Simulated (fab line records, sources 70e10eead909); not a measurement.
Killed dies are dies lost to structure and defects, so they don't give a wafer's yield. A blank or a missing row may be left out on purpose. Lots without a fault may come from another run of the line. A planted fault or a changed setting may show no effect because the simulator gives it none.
A struck lot beside a sound one | flow nand_harc | 26 steps out of a route of 1302
Sound: wafers L648.1, L648.3, L648.6. Struck: wafers L661.1, L661.3, L661.6. The cause comes at the end.
At each step with rows: each side's tool, then ch and its chambers, then its first start. Under that, the readings that differ: sound wafers | struck wafers | difference of the means | sigmas: that difference in standard deviations of wafers without a fault.
alike: readings whose means differ by less than 2 such deviations, and words and numbers that are the same on both sides. not compared: withheld readings, readings that some wafer has no value for, bounds like >300 that may hide the same value, and numbers for which the record gives no deviation and whose values overlap.
The two part at a step that has a row with sigmas, a row that says differs or no value, or rows on one side only. Numbers that don't overlap but have no deviation are shown without sigmas and don't part them. A reading that every wafer of one side lacks parts them only if that side has two wafers or more.

first, 5 steps without rows for these wafers: NHARC_P_GATE_STRIP_15 (strips in SPM, time 780 s); NHARC_P_GATE_PRECLEAN_71 (cleans in SC1); NHARC_P_GATE_SRD_72; NHARC_P_GATE_OXIDE_16 (material SiO2, target thk 3 nm, ox time 392 s); NHARC_P_GATE_CVD_17 (deposits poly-Si, target thk 150 nm, time 900 s).
NHARC_P_GATE_HM_DEP_102: deposits aC, target thk 120 nm.
  sound on acl_dep-02 ch 0, day 5 04:09; struck on acl_dep-03 ch 0, day 11 01:37
  alike: throttle_valve_pct
NHARC_P_GATE_DEP_103: deposits SiON, target thk 30 nm.
  sound on pecvd-03 ch 0,1, day 5 04:50; struck on pecvd-04 ch 0,1,2, day 11 02:17
  alike: heater_power_outer_w, heater_power_w
then, 5 steps without rows for these wafers: NHARC_P_GATE_DEHYDRATE_18 (time 120 s); NHARC_P_GATE_HMDS_19 (time 30 s); NHARC_P_GATE_COAT_20 (resist thk 90 nm); NHARC_P_GATE_SOFTBAKE_21 (time 55 s); NHARC_P_GATE_EBR_22.
NHARC_P_GATE_EXPOSE_23: exposes mask P GATE, target cd 120 nm.
  sound on arfi_scanner-01 ch 0, day 5 05:20; struck on arfi_scanner-02 ch 0, day 11 02:49
  reading | sound                      | struck                              | difference | sigmas
  mask    | P_GATE#0 P_GATE#0 P_GATE#0 | P_GATE_R1#0 P_GATE_R1#0 P_GATE_R1#0 | differs    |
then, 2 steps without rows for these wafers: NHARC_P_GATE_PEB_24 (peb time 65 s); NHARC_P_GATE_DEVELOP_25 (develop time 35 s).
NHARC_P_GATE_CD_MEAS_26: target cd 120 nm.
  sound on cd_sem-02 ch 0, day 5 05:29; struck on cd_sem-03 ch 0, day 11 02:58
  reading    | sound             | struck            | difference | sigmas
  cd_nm (nm) | 119.9 119.7 119.4 | 117.3 116.7 117.4 | -2.5       | -4
NHARC_P_GATE_OVL_MEAS_27:
  sound on overlay-01, day 5 05:34; struck on overlay-01, day 11 03:03
  reading           | sound          | struck      | difference | sigmas
  overlay_y_nm (nm) | -2.6 -2.9 -2.6 | 0.1 0.0 0.3 | +2.8       | +3
  alike: overlay_x_nm
NHARC_P_GATE_INSPECT_28:
  sound on defect_inspect-01, day 5 05:37; struck on defect_inspect-01, day 11 03:05
  alike: raw_defect_count
NHARC_P_GATE_DESCUM_31: chemistry O2, time 3 s.
  sound on rie_diel-13 ch 0,2,3, day 5 05:41; struck on rie_diel-04 ch 1,2,3, day 11 03:09
  reading                 | sound             | struck            | difference | sigmas
  model.P_GATE.cd_nm (nm) | 120.1 119.6 119.8 | 117.5 117.3 117.1 | -2.5       |
  alike: drypump_motor_current_A, oes_product_au, rf_vpp_V, showerhead_plenum_p_Torr, throttle_valve_pct
  not compared: rf_hours_counter_h
then, 1 step without rows for these wafers: NHARC_P_GATE_ETCH_104 (etches the open film in CF4/CHF3, target depth 60 nm).
NHARC_P_GATE_HM_OPEN_105: chemistry O2/COS, target depth 360 nm.
  sound on rie_diel-13 ch 1,3; struck on rie_diel-04 ch 1,2,3
  reading               | sound             | struck            | difference | sigmas
  oes_product_au (a.u.) | 0.996 0.998 0.993 | 1.013 1.015 1.019 | +0.020     | +3
  alike: drypump_motor_current_A, rf_vpp_V, showerhead_plenum_p_Torr, throttle_valve_pct
  not compared: rf_hours_counter_h
then, 1 step without rows for these wafers: NHARC_P_GATE_STRIP_106 (strips in O2/COS).
NHARC_P_GATE_ETCH_114: etches the open film in CF4/O2, target depth 30 nm, overetch 3 nm, time 16.5 s.
  sound on rie_diel-13 ch 1,2,3; struck on rie_diel-04 ch 0,2,3
  alike: drypump_motor_current_A, oes_product_au, rf_vpp_V, showerhead_plenum_p_Torr, throttle_valve_pct
  not compared: rf_hours_counter_h
NHARC_P_GATE_ETCH_32: etches the open film in HBr/Cl2, target depth 150 nm, time 100.1 s.
  sound on rie_si-05 ch 0,1, day 5 06:08; struck on rie_si-06 ch 0,3, day 11 03:37
  reading                 | sound           | struck            | difference | sigmas
  model.P_GATE.cd_nm (nm) | 123.8 120 121.3 | 116.8 119.1 117.7 | -3.8       |
  alike: drypump_motor_current_A, hbr_flow_sccm, oes_product_au, throttle_valve_pct
  not compared: rf_hours_counter_h
NHARC_P_GATE_STRIP_108: strips in O2.
  sound on rie_diel-04 ch 0,3, day 5 06:17; struck on rie_diel-02 ch 0,1,3, day 11 03:46
  alike: drypump_motor_current_A, oes_product_au, rf_vpp_V, showerhead_plenum_p_Torr, throttle_valve_pct
  not compared: rf_hours_counter_h
NHARC_END_SORT_01:
  the record has rows for the sound wafers here (prober-02 ch 0, day 24 18:32) and none for the struck ones

WHERE THEY PART
First at NHARC_P_GATE_EXPOSE_23; last, within this record, at NHARC_END_SORT_01.

WHY: what the simulator had put in
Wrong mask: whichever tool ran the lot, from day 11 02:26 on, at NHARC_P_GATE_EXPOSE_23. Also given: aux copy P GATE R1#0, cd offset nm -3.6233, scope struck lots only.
